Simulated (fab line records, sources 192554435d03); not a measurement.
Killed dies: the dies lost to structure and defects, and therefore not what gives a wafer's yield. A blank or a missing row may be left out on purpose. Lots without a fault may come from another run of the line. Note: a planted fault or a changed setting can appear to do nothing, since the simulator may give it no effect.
The tool behind it: which one?    flow n5 finfet    Sampling: 22 lots, 66 wafers, 6 of 1938 route steps

== WHAT THE GAUGES READ, wafer by wafer ==
The record holds no reading of a measuring or inspecting step that can be judged against a usual standard deviation.

== WHICH TOOL RAN EACH LOT (tool, then ch and the chambers of the sampled wafers, then the start) ==
lot   N5_BEOL_M0_SAQP_HM_DEP_02     N5_BEOL_M0_SAQP_PECVD_03         N5_BEOL_M0_SAQP_ETCH_83             N5_BEOL_M0_CUTY_ETCH_63             N5_BEOL_M0_HM_OPEN_105             N5_BEOL_M0_STRIP_140
L075  pvd sputter-03, day 5 20:11   pecvd-03 ch 0,2, day 5 20:19     rie diel-02 ch 0,1, day 5 21:09     rie diel-03 ch 1,2,3, day 6 04:01   rie metal-03 ch 0,1, day 6 05:47   rie diel-03 ch 1,3, day 6 06:01
L076  pvd sputter-03, day 5 23:23   pecvd-02 ch 0,1,2, day 5 23:30   rie diel-02 ch 0,1,3, day 6 00:24   rie diel-06 ch 0,2, day 6 06:53     rie metal-03 ch 0,1, day 6 07:34   rie diel-05 ch 1,3, day 6 07:42
L077  pvd sputter-03, day 6 08:07   pecvd-02 ch 0,1, day 6 08:14     rie diel-04 ch 0,2,3, day 6 08:56   rie diel-06 ch 0,2, day 6 14:55     rie metal-01 ch 0,1, day 6 15:08   rie diel-05 ch 0,1,2, day 6 15:19
L074  pvd sputter-01, day 6 11:53   pecvd-04 ch 0,1, day 6 12:01     rie diel-04 ch 1,2,3, day 6 12:50   rie diel-05 ch 0,1, day 6 21:28     rie metal-01 ch 0,1, day 7 00:04   rie diel-06 ch 0,3, day 7 00:27
L078  pvd sputter-03, day 6 14:02   pecvd-04 ch 0,1,2, day 6 14:10   rie diel-04 ch 1,2,3, day 6 15:36   rie diel-03 ch 0,2,3, day 6 21:41   rie metal-03 ch 0,1, day 7 03:17   rie diel-03 ch 0,2,3, day 7 03:37
L079  pvd sputter-01, day 6 14:02   pecvd-03 ch 1,2, day 6 14:11     rie diel-02 ch 2,3, day 6 15:56     rie diel-03 ch 2,3, day 6 21:55     rie metal-02 ch 0,1, day 7 00:07   rie diel-05 ch 1,2,3, day 7 00:30
L080  pvd sputter-01, day 6 21:15   pecvd-03 ch 0,1,2, day 6 21:22   rie diel-04 ch 1,2,3, day 6 22:07   rie diel-03 ch 0,2,3, day 7 04:09   rie metal-01 ch 0,1, day 7 04:23   rie diel-03 ch 0,3, day 7 04:38
L081  pvd sputter-02, day 7 03:47   pecvd-03 ch 1,2, day 7 03:55     rie diel-01 ch 1,2,3, day 7 04:50   rie diel-06 ch 0,2, day 7 10:31     rie metal-01 ch 0,1, day 7 11:02   rie diel-06 ch 1,3, day 7 11:13
L082  pvd sputter-01, day 7 15:35   pecvd-03 ch 1,2, day 7 15:43     rie diel-02 ch 0,3, day 7 16:34     rie diel-06 ch 1,2, day 7 22:19     rie metal-01 ch 0,1, day 8 01:50   rie diel-06 ch 0,3, day 8 02:02
L083  pvd sputter-01, day 8 01:19   pecvd-02 ch 0,1,2, day 8 01:26   rie diel-01 ch 0,1,2, day 8 02:16   rie diel-05 ch 0,1,2, day 8 08:20   rie metal-01 ch 0,1, day 8 08:33   rie diel-06 ch 1,3, day 8 08:48
L084  pvd sputter-01, day 8 02:31   pecvd-03 ch 0,1,2, day 8 02:38   rie diel-02 ch 0,2,3, day 8 03:28   rie diel-03 ch 0,1,3, day 8 10:42   rie metal-01 ch 0,1, day 8 12:48   rie diel-03 ch 0,1,2, day 8 13:02
L085  pvd sputter-02, day 8 08:58   pecvd-03 ch 0,1,2, day 8 09:05   rie diel-02 ch 1,2,3, day 8 09:55   rie diel-05 ch 0,3, day 8 18:21     rie metal-02 ch 0, day 8 22:10     rie diel-03 ch 2,3, day 8 22:33
L086  pvd sputter-03, day 8 17:06   pecvd-02 ch 0,1, day 8 17:13     rie diel-02 ch 2,3, day 8 18:02     rie diel-06 ch 1,3, day 9 01:20     rie metal-02 ch 0,1, day 9 01:43   rie diel-06 ch 0,1,2, day 9 01:57
L087  pvd sputter-03, day 8 22:54   pecvd-04 ch 1,2, day 8 23:01     rie diel-01 ch 2,3, day 8 23:52     rie diel-06 ch 0,3, day 9 06:40     rie metal-03 ch 0,1, day 9 07:35   rie diel-06 ch 0,1,2, day 9 07:46
L088  pvd sputter-01, day 9 01:08   pecvd-02 ch 0,1,2, day 9 01:16   rie diel-04 ch 0,1,3, day 9 02:07   rie diel-06 ch 2,3, day 9 08:35     rie metal-03 ch 0,1, day 9 09:10   rie diel-06 ch 1,2, day 9 09:17
L089  pvd sputter-01, day 9 05:37   pecvd-02 ch 0,2, day 9 05:44     rie diel-01 ch 0,1, day 9 06:32     rie diel-06 ch 0,2,3, day 9 13:06   rie metal-02 ch 0,1, day 9 17:16   rie diel-05 ch 0,3, day 9 17:26
L090  pvd sputter-02, day 9 13:29   pecvd-04 ch 1,2, day 9 13:36     rie diel-01 ch 0,2,3, day 9 14:25   rie diel-03 ch 0,1,2, day 9 19:44   rie metal-01 ch 0,1, day 9 21:49   rie diel-03 ch 1,2, day 9 22:02
L092  pvd sputter-01, day 9 21:25   pecvd-04 ch 1,2, day 9 21:32     rie diel-04 ch 0,1,3, day 9 22:14   rie diel-06 ch 0,1,2, day 10 03:34  rie metal-01 ch 0,1, day 10 03:58  rie diel-06 ch 0,1, day 10 04:19
L093  pvd sputter-01, day 10 04:20  pecvd-02 ch 0,1, day 10 04:28    rie diel-02 ch 1,3, day 10 05:10    rie diel-05 ch 0,1,3, day 10 11:37  rie metal-02 ch 0,1, day 10 12:50  rie diel-03 ch 1,2,3, day 10 13:23
L094  pvd sputter-01, day 10 08:16  pecvd-03 ch 0,2, day 10 08:23    rie diel-02 ch 0,1,2, day 10 09:13  rie diel-05 ch 0,3, day 10 15:49    rie metal-03 ch 0,1, day 10 18:35  rie diel-03 ch 0,1,3, day 10 18:55
L095  pvd sputter-02, day 10 20:58  pecvd-04 ch 0,1,2, day 10 21:05  rie diel-01 ch 0,3, day 10 22:47    rie diel-06 ch 2,3, day 11 04:55    rie metal-02 ch 0,1, day 11 07:03  rie diel-06 ch 0,2,3, day 11 07:19
L096  pvd sputter-03, day 10 23:19  pecvd-04 ch 0,1,2, day 10 23:26  rie diel-02 ch 0,2, day 11 00:16    rie diel-05 ch 0,1,3, day 11 06:08  rie metal-01 ch 0,1, day 11 06:58  rie diel-06 ch 0,2, day 11 07:08
- N5_BEOL_M0_SAQP_HM_DEP_02: deposits TiN, target thk 12 nm.
- N5_BEOL_M0_SAQP_PECVD_03: deposits SiCN from 3MS/NH3, target thk 12 nm, time 21.1 s.
- N5_BEOL_M0_SAQP_ETCH_83: etches SiARC in CF4, target depth 39 nm, time 65 s.
- N5_BEOL_M0_CUTY_ETCH_63: etches SOC in N2/H2, target depth 82.7 nm, overetch 16.5 nm, time 124 s.
- N5_BEOL_M0_HM_OPEN_105: chemistry Cl2/BCl3, target TiN, target depth 12 nm.
- N5_BEOL_M0_STRIP_140: strips in CF4.

== WHAT THE TOOLS THEMSELVES READ (means of the sampled wafers that have a number; where no wafer has one, the mark that the record gives instead) ==
N5_BEOL_M0_SAQP_HM_DEP_02. Usual: substrate temp c 25.00 C, standard deviation 0.1; throttle valve pct 29.5 %, standard deviation 0.9.
lot   tool            substrate temp c (C)  throttle valve pct (%)  flag
L075  pvd sputter-03  24.91                 29.5                    
L076  pvd sputter-03  24.93                 30.0                    
L077  pvd sputter-03  24.99                 29.5                    
L074  pvd sputter-01  24.99                 29.0                    
L078  pvd sputter-03  25.07                 29.7                    
L079  pvd sputter-01  25.10                 28.9                    
L080  pvd sputter-01  25.05                 29.6                    
L081  pvd sputter-02  25.02                 30.0                    
L082  pvd sputter-01  25.08                 29.0                    
L083  pvd sputter-01  24.96                 29.0                    
L084  pvd sputter-01  25.01                 28.9                    
L085  pvd sputter-02  25.12                 29.9                    
L086  pvd sputter-03  25.06                 30.4                    
L087  pvd sputter-03  25.03                 29.7                    
L088  pvd sputter-01  24.97                 28.2                    
L089  pvd sputter-01  25.04                 29.5                    
L090  pvd sputter-02  24.93                 30.6                    
L092  pvd sputter-01  25.01                 29.7                    
L093  pvd sputter-01  25.03                 28.6                    
L094  pvd sputter-01  24.99                 29.0                    
L095  pvd sputter-02  24.97                 30.2                    
L096  pvd sputter-03  25.07                 29.7                    

N5_BEOL_M0_SAQP_PECVD_03. Usual: showerhead plenum p Torr 3.668 Torr, standard deviation 0.016; throttle valve pct 9.2 %, standard deviation 0.47.
lot   tool      showerhead plenum p Torr (Torr)  throttle valve pct (%)  flag
L075  pecvd-03  3.673                            8.8                     
L076  pecvd-02  3.675                            8.9                     
L077  pecvd-02  3.669                            9.2                     
L074  pecvd-04  3.645                            9.2                     
L078  pecvd-04  3.648                            9.6                     
L079  pecvd-03  3.672                            9.0                     
L080  pecvd-03  3.673                            9.3                     
L081  pecvd-03  3.671                            9.1                     
L082  pecvd-03  3.672                            9.1                     
L083  pecvd-02  3.674                            8.8                     
L084  pecvd-03  3.675                            9.1                     
L085  pecvd-03  3.678                            9.2                     
L086  pecvd-02  3.678                            9.0                     
L087  pecvd-04  3.638                            9.6                     
L088  pecvd-02  3.676                            8.9                     
L089  pecvd-02  3.682                            8.5                     
L090  pecvd-04  3.639                            9.9                     
L092  pecvd-04  3.648                            9.7                     
L093  pecvd-02  3.680                            8.9                     
L094  pecvd-03  3.678                            9.2                     
L095  pecvd-04  3.648                            9.6                     
L096  pecvd-04  3.651                            9.5                     

N5_BEOL_M0_SAQP_ETCH_83. Usual: drypump motor current A 5.9 A, standard deviation 0.52; etch rf on time s 65.4 s, standard deviation 2.3; oes product au 0.68 a.u., standard deviation 0.073; rf vpp V 184.1 V, standard deviation 1.1; showerhead plenum p Torr 2.15 Torr, standard deviation 0.063; throttle valve pct 15.55 %, standard deviation 0.24.
lot   tool         drypump motor current A (A)  etch rf on time s (s)  oes product au (a.u.)  rf vpp V (V)  showerhead plenum p Torr (Torr)  throttle valve pct (%)  flag
L075  rie diel-02  5.5                          66.3                   0.61                   184.4         2.17                             15.74                   
L076  rie diel-02  5.6                          66.6                   0.62                   184.5         2.16                             15.77                   
L077  rie diel-04  6.1                          67.5                   0.65                   183.8         2.12                             15.51                   
L074  rie diel-04  5.7                          64.8                   0.71                   182.7         2.11                             15.45                   
L078  rie diel-04  5.8                          65.3                   0.70                   183.9         2.11                             15.44                   
L079  rie diel-02  6.1                          65.5                   0.68                   184.4         2.19                             15.75                   
L080  rie diel-04  5.8                          64.8                   0.70                   183.7         2.11                             15.46                   
L081  rie diel-01  6.5                          65.6                   0.69                   183.7         2.13                             15.41                   
L082  rie diel-02  5.7                          66.6                   0.59                   184.5         2.16                             15.89                   
L083  rie diel-01  6.1                          63.7                   0.73                   184.1         2.11                             15.37                   
L084  rie diel-02  5.9                          64.5                   0.66                   184.3         2.20                             15.74                   
L085  rie diel-02  5.9                          65.5                   0.67                   184.2         2.19                             15.66                   
L086  rie diel-02  6.1                          64.3                   0.72                   185.0         2.23                             15.60                   
L087  rie diel-01  6.5                          67.0                   0.63                   183.7         2.10                             15.33                   
L088  rie diel-04  5.9                          64.8                   0.68                   184.6         2.16                             15.55                   
L089  rie diel-01  5.5                          63.1                   0.75                   183.5         2.12                             15.37                   
L090  rie diel-01  6.1                          64.6                   0.68                   183.5         2.09                             15.29                   
L092  rie diel-04  5.9                          64.6                   0.68                   183.7         2.15                             15.56                   
L093  rie diel-02  5.8                          66.7                   0.61                   183.4         2.13                             15.88                   
L094  rie diel-02  5.7                          64.8                   0.73                   184.3         2.19                             15.48                   
L095  rie diel-01  5.5                          63.8                   0.70                   182.8         2.09                             15.29                   
L096  rie diel-02  6.0                          64.5                   0.76                   185.1         2.24                             15.41                   

N5_BEOL_M0_CUTY_ETCH_63. Usual: drypump motor current A 5.4 A, standard deviation 0.53; oes product au 0.65 a.u., standard deviation 0.081; rf vpp V 523.9 V, standard deviation 1.8; showerhead plenum p Torr 2.55 Torr, standard deviation 0.071; throttle valve pct 17.90 %, standard deviation 0.23.
lot   tool         drypump motor current A (A)  oes product au (a.u.)  rf vpp V (V)  showerhead plenum p Torr (Torr)  throttle valve pct (%)  flag
L075  rie diel-03  5.7                          0.64                   524.7         2.59                             18.10                   
L076  rie diel-06  4.9                          0.63                   523.6         2.53                             17.87                   
L077  rie diel-06  4.9                          0.63                   523.1         2.53                             17.89                   
L074  rie diel-05  5.4                          0.73                   524.3         2.55                             17.61                   
L078  rie diel-03  5.9                          0.63                   524.6         2.59                             18.13                   
L079  rie diel-03  5.6                          0.64                   525.8         2.63                             18.17                   
L080  rie diel-03  5.9                          0.64                   525.1         2.59                             18.13                   
L081  rie diel-06  4.9                          0.62                   523.5         2.53                             17.90                   
L082  rie diel-06  5.5                          0.56                   523.3         2.48                             18.02                   
L083  rie diel-05  5.2                          0.68                   522.5         2.49                             17.71                   
L084  rie diel-03  5.9                          0.72                   523.4         2.54                             17.94                   
L085  rie diel-05  6.0                          0.62                   522.5         2.51                             17.99                   
L086  rie diel-06  5.1                          0.57                   524.9         2.57                             18.03                   
L087  rie diel-06  5.1                          0.67                   525.1         2.61                             17.76                   
L088  rie diel-06  4.7                          0.71                   524.1         2.53                             17.76                   
L089  rie diel-06  4.9                          0.68                   524.8         2.57                             17.78                   
L090  rie diel-03  6.0                          0.74                   523.4         2.53                             17.82                   
L092  rie diel-06  5.3                          0.67                   524.0         2.52                             17.77                   
L093  rie diel-05  5.7                          0.65                   523.5         2.52                             17.84                   
L094  rie diel-05  6.0                          0.65                   521.6         2.47                             17.85                   
L095  rie diel-06  4.8                          0.62                   523.6         2.57                             17.92                   
L096  rie diel-05  5.7                          0.64                   523.7         2.51                             17.84                   

N5_BEOL_M0_HM_OPEN_105. Usual: drypump motor current A 5.77 A, standard deviation 0.28; mfc cl2 sccm 53.21 sccm, standard deviation 0.18; oes product au 0.80 a.u., standard deviation 0.05; throttle valve pct 21.9 %, standard deviation 0.32.
lot   tool          drypump motor current A (A)  mfc cl2 sccm (sccm)  oes product au (a.u.)  throttle valve pct (%)  flag
L075  rie metal-03  5.81                         53.04                0.80                   21.9                    
L076  rie metal-03  5.80                         53.36                0.80                   21.9                    
L077  rie metal-01  5.49                         53.12                0.76                   21.9                    
L074  rie metal-01  5.72                         53.35                0.77                   21.7                    
L078  rie metal-03  5.80                         53.28                0.79                   21.9                    
L079  rie metal-02  5.94                         53.28                0.88                   22.2                    
L080  rie metal-01  5.73                         53.33                0.77                   21.7                    
L081  rie metal-01  5.50                         53.14                0.75                   21.9                    
L082  rie metal-01  5.50                         53.08                0.75                   21.9                    
L083  rie metal-01  5.73                         52.93                0.75                   21.7                    
L084  rie metal-01  5.72                         53.09                0.75                   21.7                    
L085  rie metal-02  6.03                         53.16                0.88                   21.7                    
L086  rie metal-02  5.92                         53.21                0.85                   22.3                    
L087  rie metal-03  5.80                         53.07                0.79                   21.9                    
L088  rie metal-03  5.80                         53.09                0.80                   22.0                    
L089  rie metal-02  5.97                         53.01                0.86                   22.0                    
L090  rie metal-01  5.49                         53.27                0.73                   21.9                    
L092  rie metal-01  5.46                         53.44                0.73                   21.9                    
L093  rie metal-02  5.93                         53.27                0.84                   22.2                    
L094  rie metal-03  5.79                         53.22                0.79                   21.9                    
L095  rie metal-02  5.95                         53.23                0.84                   22.0                    
L096  rie metal-01  5.45                         53.39                0.72                   21.9                    

N5_BEOL_M0_STRIP_140. Usual: drypump motor current A 5.5 A, standard deviation 0.52; oes product au 0.80 a.u., standard deviation 0.1; rf vpp V 271.2 V, standard deviation 1.5; showerhead plenum p Torr 1.80 Torr, standard deviation 0.036; throttle valve pct 13.60 %, standard deviation 0.3.
lot   tool         drypump motor current A (A)  oes product au (a.u.)  rf vpp V (V)  showerhead plenum p Torr (Torr)  throttle valve pct (%)  flag
L075  rie diel-03  5.6                          0.69                   269.8         1.82                             13.93                   
L076  rie diel-05  5.4                          0.84                   270.8         1.82                             13.45                   
L077  rie diel-05  5.2                          0.84                   271.1         1.77                             13.50                   
L074  rie diel-06  4.9                          0.77                   272.1         1.84                             13.57                   
L078  rie diel-03  5.9                          0.76                   272.2         1.82                             13.73                   
L079  rie diel-05  5.3                          0.77                   271.4         1.78                             13.59                   
L080  rie diel-03  5.8                          0.70                   272.4         1.83                             14.02                   
L081  rie diel-06  5.2                          0.69                   271.8         1.81                             13.82                   
L082  rie diel-06  4.9                          0.76                   271.5         1.83                             13.59                   
L083  rie diel-06  5.2                          0.68                   271.9         1.81                             13.86                   
L084  rie diel-03  5.9                          0.92                   271.5         1.78                             13.35                   
L085  rie diel-03  5.6                          0.75                   271.4         1.83                             13.73                   
L086  rie diel-06  5.3                          0.83                   270.7         1.79                             13.59                   
L087  rie diel-06  5.3                          0.82                   270.8         1.79                             13.59                   
L088  rie diel-06  5.1                          0.85                   271.9         1.78                             13.66                   
L089  rie diel-05  6.0                          0.80                   270.6         1.77                             13.71                   
L090  rie diel-03  5.8                          0.87                   270.9         1.78                             13.24                   
L092  rie diel-06  5.5                          0.79                   272.0         1.81                             13.51                   
L093  rie diel-03  5.7                          0.89                   271.1         1.80                             13.35                   
L094  rie diel-03  5.9                          0.90                   271.8         1.79                             13.50                   
L095  rie diel-06  4.9                          0.81                   271.5         1.81                             13.55                   
L096  rie diel-06  5.0                          0.86                   270.3         1.81                             13.35                   

== THE ANSWER, worked out from the rows above alone ==
Rule: take the mean of a lot's wafers that have a number; if it is more than 3 standard deviations from the usual mean, the lot is off. Also off: a lot with no number at a reading for which 4 or more lots have one. Where the step has rows for the other lots, those lots are counted as sound. After the gauges, taken in route order, come the tools' own readings; for these a lot's mean is taken, as printed above. At the first step where some lot is off, the reading lying furthest off is the one used; lots without a number count as furthest.
Across all readings shown, no lot is off: no conclusion can be drawn from this.

== WHAT WAS PUT IN BY THE SIMULATOR ==
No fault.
